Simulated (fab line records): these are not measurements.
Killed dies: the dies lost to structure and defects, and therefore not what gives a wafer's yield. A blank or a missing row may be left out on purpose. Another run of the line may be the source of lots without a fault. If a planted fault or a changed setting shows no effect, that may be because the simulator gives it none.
Matching of chambers / flow n5Finfet / 4 sister chambers for N5_HKMG_FIN_ETCH_67 on rieDiel-01
The step etches SOC in N2/H2, stops on TiN, target depth 388.9 nm. 16 wafers are shown with their chamber, then 8 later ones without.

WAFERS, EACH WITH ITS CHAMBER
wafer=L074.3; chamber=3; drypumpMotorCurrentA (A)=4.8; showerheadPlenumPTorr (Torr)=2.53; throttleValvePct (%)=17.71
wafer=L074.4; chamber=1; drypumpMotorCurrentA (A)=4.7; showerheadPlenumPTorr (Torr)=2.64; throttleValvePct (%)=17.87
wafer=L074.5; chamber=2; drypumpMotorCurrentA (A)=6.3; showerheadPlenumPTorr (Torr)=2.52; throttleValvePct (%)=17.96
wafer=L076.2; chamber=0; drypumpMotorCurrentA (A)=4.9; showerheadPlenumPTorr (Torr)=2.48; throttleValvePct (%)=17.73
wafer=L076.5; chamber=0; drypumpMotorCurrentA (A)=4.9; showerheadPlenumPTorr (Torr)=2.48; throttleValvePct (%)=17.74
wafer=L076.6; chamber=1; drypumpMotorCurrentA (A)=4.8; showerheadPlenumPTorr (Torr)=2.63; throttleValvePct (%)=17.86
wafer=L079.1; chamber=3; drypumpMotorCurrentA (A)=4.9; showerheadPlenumPTorr (Torr)=2.52; throttleValvePct (%)=17.72
wafer=L079.4; chamber=0; drypumpMotorCurrentA (A)=4.9; showerheadPlenumPTorr (Torr)=2.48; throttleValvePct (%)=17.73
wafer=L079.5; chamber=2; drypumpMotorCurrentA (A)=6.3; showerheadPlenumPTorr (Torr)=2.52; throttleValvePct (%)=17.99
wafer=L083.3; chamber=3; drypumpMotorCurrentA (A)=4.9; showerheadPlenumPTorr (Torr)=2.52; throttleValvePct (%)=17.73
wafer=L083.5; chamber=0; drypumpMotorCurrentA (A)=4.9; showerheadPlenumPTorr (Torr)=2.47; throttleValvePct (%)=17.73
wafer=L083.6; chamber=3; drypumpMotorCurrentA (A)=4.9; showerheadPlenumPTorr (Torr)=2.52; throttleValvePct (%)=17.75
wafer=L085.1; chamber=1; drypumpMotorCurrentA (A)=4.7; showerheadPlenumPTorr (Torr)=2.63; throttleValvePct (%)=17.89
wafer=L085.3; chamber=3; drypumpMotorCurrentA (A)=4.8; showerheadPlenumPTorr (Torr)=2.52; throttleValvePct (%)=17.76
wafer=L085.6; chamber=3; drypumpMotorCurrentA (A)=4.9; showerheadPlenumPTorr (Torr)=2.52; throttleValvePct (%)=17.73
wafer=L088.1; chamber=2; drypumpMotorCurrentA (A)=6.3; showerheadPlenumPTorr (Torr)=2.51; throttleValvePct (%)=17.99

SIGNATURES, as means of the wafers listed above
reading=drypumpMotorCurrentA; chamber 0=4.900; chamber 1=4.733; chamber 2=6.300; chamber 3=4.867; scatter within a chamber=0.0408
reading=showerheadPlenumPTorr; chamber 0=2.4775; chamber 1=2.6333; chamber 2=2.5167; chamber 3=2.5217; scatter within a chamber=0.00493
reading=throttleValvePct; chamber 0=17.7325; chamber 1=17.8733; chamber 2=17.9800; chamber 3=17.7333; scatter within a chamber=0.0155
Rule: for each reading, subtract the chamber's mean from the wafer's reading, divide by that reading's scatter and square the result; add these up over the readings and take the root, which gives the wafer's distance from the chamber. The wafer belongs to the nearest chamber; if the next one is less than 2 further off, it can't be placed. The scatter: take each reading less its chamber's mean, square it, sum over the shown wafers, divide by the number of wafers less the number of chambers, and take the root.

WAFERS MISSING THEIR CHAMBER
wafer=L088.3; drypumpMotorCurrentA (A)=4.9; showerheadPlenumPTorr (Torr)=2.52; throttleValvePct (%)=17.75
wafer=L088.6; drypumpMotorCurrentA (A)=4.9; showerheadPlenumPTorr (Torr)=2.52; throttleValvePct (%)=17.76
wafer=L095.3; drypumpMotorCurrentA (A)=6.3; showerheadPlenumPTorr (Torr)=2.51; throttleValvePct (%)=18.02
wafer=L095.4; drypumpMotorCurrentA (A)=4.7; showerheadPlenumPTorr (Torr)=2.62; throttleValvePct (%)=17.93
wafer=L095.5; drypumpMotorCurrentA (A)=6.3; showerheadPlenumPTorr (Torr)=2.51; throttleValvePct (%)=18.04
wafer=L097.1; drypumpMotorCurrentA (A)=4.9; showerheadPlenumPTorr (Torr)=2.46; throttleValvePct (%)=17.49
wafer=L097.2; drypumpMotorCurrentA (A)=4.9; showerheadPlenumPTorr (Torr)=2.51; throttleValvePct (%)=17.43
wafer=L097.6; drypumpMotorCurrentA (A)=4.7; showerheadPlenumPTorr (Torr)=2.62; throttleValvePct (%)=17.93

WHICH CHAMBER EACH ONE RAN IN
wafer=L088.3; from the rows above=3; in truth=3
wafer=L088.6; from the rows above=3; in truth=3
wafer=L095.3; from the rows above=2; in truth=2
wafer=L095.4; from the rows above=1; in truth=1
wafer=L095.5; from the rows above=2; in truth=2
wafer=L097.1; from the rows above=0; in truth=0
wafer=L097.2; from the rows above=can't be placed: 3 or 0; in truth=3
wafer=L097.6; from the rows above=1; in truth=1
Correctly placed: 7 of 8. Cannot be placed on the basis of these rows: 1; the candidates contain the true chamber in 1. Placed wrongly: 0.
